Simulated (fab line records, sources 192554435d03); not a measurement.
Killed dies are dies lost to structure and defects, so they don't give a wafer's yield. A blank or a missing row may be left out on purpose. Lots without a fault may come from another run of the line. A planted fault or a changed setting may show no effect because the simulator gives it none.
Which tool did it? | flow n5_finfet | 12 lots, 36 wafers sampled, at 2 steps of a route of 1938

WHAT THE GAUGES READ, wafer by wafer
N5_PASSIVATION_OVL_MEAS_63.
lot  | measured     | on         | PAD_OVL (nm)
L794 | day 12 02:22 | overlay-02 | -10 -7 -4
L795 | day 12 14:33 | overlay-02 | -9 1 -2
L797 | day 12 23:21 | overlay-01 | 8 -2 -1
L799 | day 13 06:06 | overlay-02 | 6 -1 -7
L800 | day 13 10:08 | overlay-02 | -14 3 -11
L801 | day 13 23:53 | overlay-01 | 1 -1 -17
L802 | day 13 21:04 | overlay-01 | -12 0 -6
L803 | day 14 21:20 | overlay-01 | 14 1 11
L804 | day 15 00:07 | overlay-01 | -9 -4 -14
L810 | day 16 02:48 | overlay-01 | -4 -4 4
L796 | day 17 19:05 | overlay-02 | 8 -3 -4
L816 | day 19 13:07 | overlay-02 | -9 -9 3

WHICH TOOL RAN EACH LOT (tool, then ch and the chambers of the sampled wafers, then the start)
lot  | N5_MOL_CONTACT_COAG_ETCH_110
L794 | rie_diel-06 ch 0,3, day 4 19:23
L795 | rie_diel-06 ch 0,3, day 5 00:11
L797 | rie_diel-01 ch 0,1, day 5 09:37
L799 | rie_diel-06 ch 0,1,3, day 5 20:44
L800 | rie_diel-06 ch 0,1,3, day 6 03:47
L801 | rie_diel-06 ch 1,2,3, day 6 10:38
L802 | rie_diel-01 ch 1,2,3, day 6 19:18
L803 | rie_diel-03 ch 0,1, day 6 23:35
L804 | rie_diel-06 ch 0,1,3, day 7 06:20
L810 | rie_diel-01 ch 0,1,2, day 8 17:25
L796 | rie_diel-06 ch 0,3, day 9 15:38
L816 | rie_diel-06 ch 0,1,3, day 10 12:08
- N5_MOL_CONTACT_COAG_ETCH_110: etches Si in CF4/O2, target depth 2.5 nm, time 8 s.

WHAT THE TOOLS THEMSELVES READ (means of the sampled wafers that have a number; where no wafer has one, the mark that the record gives instead)
N5_MOL_CONTACT_COAG_ETCH_110.
lot  | tool        | O2_flow_sccm (sccm) | drypump_motor_current_A (A) | oes_product_au (a.u.) | rf_vpp_V (V) | showerhead_plenum_p_Torr (Torr) | throttle_valve_pct (%)
L794 | rie_diel-06 | 9.97                | 5.4                         | 0.79                  | 122          | 2.28                            | 10.9
L795 | rie_diel-06 | 10.00               | 5.6                         | 0.84                  | 124          | 2.22                            | 10.6
L797 | rie_diel-01 | 10.00               | 5.6                         | 0.86                  | 127          | 2.34                            | 10.5
L799 | rie_diel-06 | 9.99                | 5.5                         | 0.78                  | 122          | 2.26                            | 10.9
L800 | rie_diel-06 | 10.02               | 5.5                         | 0.78                  | 123          | 2.26                            | 10.9
L801 | rie_diel-06 | 10.02               | 5.4                         | 0.76                  | 125          | 2.28                            | 11.0
L802 | rie_diel-01 | 9.97                | 5.6                         | 0.78                  | 130          | 2.26                            | 10.8
L803 | rie_diel-03 | 10.01               | 5.4                         | 0.71                  | 129          | 2.27                            | 11.1
L804 | rie_diel-06 | 9.99                | 5.6                         | 0.77                  | 123          | 2.25                            | 11.0
L810 | rie_diel-01 | 9.98                | 5.6                         | 0.77                  | 128          | 2.31                            | 10.8
L796 | rie_diel-06 | 10.00               | 5.4                         | 0.75                  | 122          | 2.26                            | 11.0
L816 | rie_diel-06 | 9.99                | 5.5                         | 0.74                  | 123          | 2.25                            | 11.0

THE ANSWER, worked out from the rows above alone
Rule: what is usual is taken from the lots themselves. Put in order of their means at a reading, lots are off if they are a third of the lots or fewer, leave a main group of 4 or more, and stand apart from it by a gap of 3 or more times the standard deviation of the main group's means; of several such gaps the widest counts. A main group whose means are all the same, to the digits that the tables above print for the reading, isn't used. A lot without any number at a reading at which 4 lots or more have one is off too. The other lots that the step has rows for count as sound. The gauges are gone through in route order, then the tools' own readings, and for those a lot's mean is taken as printed above. The first step at which some lot is off is used, and at that step the reading that is off furthest; a lot without a number counts as furthest.
No lot is off at any reading shown: from this, nothing can be told.

WHAT THE SIMULATOR HAD PUT IN
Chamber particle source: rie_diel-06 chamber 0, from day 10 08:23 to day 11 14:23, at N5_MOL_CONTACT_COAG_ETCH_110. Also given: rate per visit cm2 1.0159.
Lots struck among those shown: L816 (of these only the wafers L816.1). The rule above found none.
